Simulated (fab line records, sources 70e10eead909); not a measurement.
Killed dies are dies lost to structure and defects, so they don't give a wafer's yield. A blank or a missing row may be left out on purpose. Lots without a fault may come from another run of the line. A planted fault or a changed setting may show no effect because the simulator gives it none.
Problem report in the 8D (eight disciplines) form, filled by code | flow nand_harc | the parts of the form that need people (team, actions taken, sign-off) are left out

1. THE PROBLEM
thk_nm at NHARC_A_ONON_D1_THK_MEAS_27 reads a mean of 687 nm on 6 wafers of 2 lots; wafers without a fault read 999 nm with a standard deviation of 10. That is -31 standard deviations from the usual mean.
The step: measures by ellipsometry.
First seen on wafer L977.2, day 9 01:40, on film_metro-01. The record holds 36 wafers of 12 lots with a number at this step. Rule for "out", or "out of limits": more than 4 standard deviations from the usual mean. The other wafers with a number count as sound.

2. WHAT IT IS AND WHAT IT IS NOT
question                    | is                     | is not
which readings at this step | thk_nm                 | -
which lots                  | L977, L980             | L978, L985, L986, L990, L991, L992, L993, L994, L995, L996
which wafers of those lots  | all that have a number | -
read on which gauges        | film_metro-01          | film_metro-02
when                        | from day 9 01:40       | up to then (3 sound wafers); but 27 sound wafers of L985, L986, L990, L991, L992, L993, L994, L995, L996 came after

3. SUSPECTS, AND WHAT RULES EACH OUT
Counting: a tool at a process step up to the reading stays a suspect if it ran every lot that is out and no sound lot after the first of them.
- the gauge at NHARC_A_ONON_D1_THK_MEAS_27: ruled out. All the wafers that are out were read on film_metro-01, but those of them that NHARC_END_SORT_01 has rows for are out there too, on other tools.
- pecvd_onon-04 at NHARC_A_ONON_D1_DEP_25 (target thk 1000 nm): ruled out as a lasting fault. Sound lots L991, L992, L994, L996 ran on it after its first lot that is out, L977 (day 9 01:14).
Left after counting: nothing in the record.

4. THE CAUSE (what the simulator had put in)
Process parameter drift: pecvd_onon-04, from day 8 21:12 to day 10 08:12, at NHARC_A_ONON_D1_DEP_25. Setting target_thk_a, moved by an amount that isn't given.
Counting ruled it out, wrongly: the rule takes a fault to strike every lot that its tool runs from its start on, and this one did not.

5. THE CHAIN OF EFFECTS, in route order
Each row: a reading whose mean over the struck wafers that have a number lies more than 3 standard deviations from the usual. Only readings for which the record gives a usual standard deviation are gone through. hours: the time from each lot's start at the first step in this table that gives one to its start at this step, as a median over the lots. sigmas: the change in usual standard deviations.
hours | step                        | reading         | usual  | on struck wafers | change | sigmas
0     | NHARC_A_ONON_D1_THK_MEAS_27 | thk_nm          | 999 nm | 687              | -312   | -31
272   | NHARC_END_SORT_01           | killed_at_array | 28     | 675              | +647   | +59
272   | NHARC_END_SORT_01           | killed_dies     | 31     | 677              | +646   | +59

6. WHAT WOULD HAVE CAUGHT IT SOONER
In this record the first reading out of limits at a measuring or inspecting step was taken at day 9 01:40, 4 hours after the fault began at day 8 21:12.
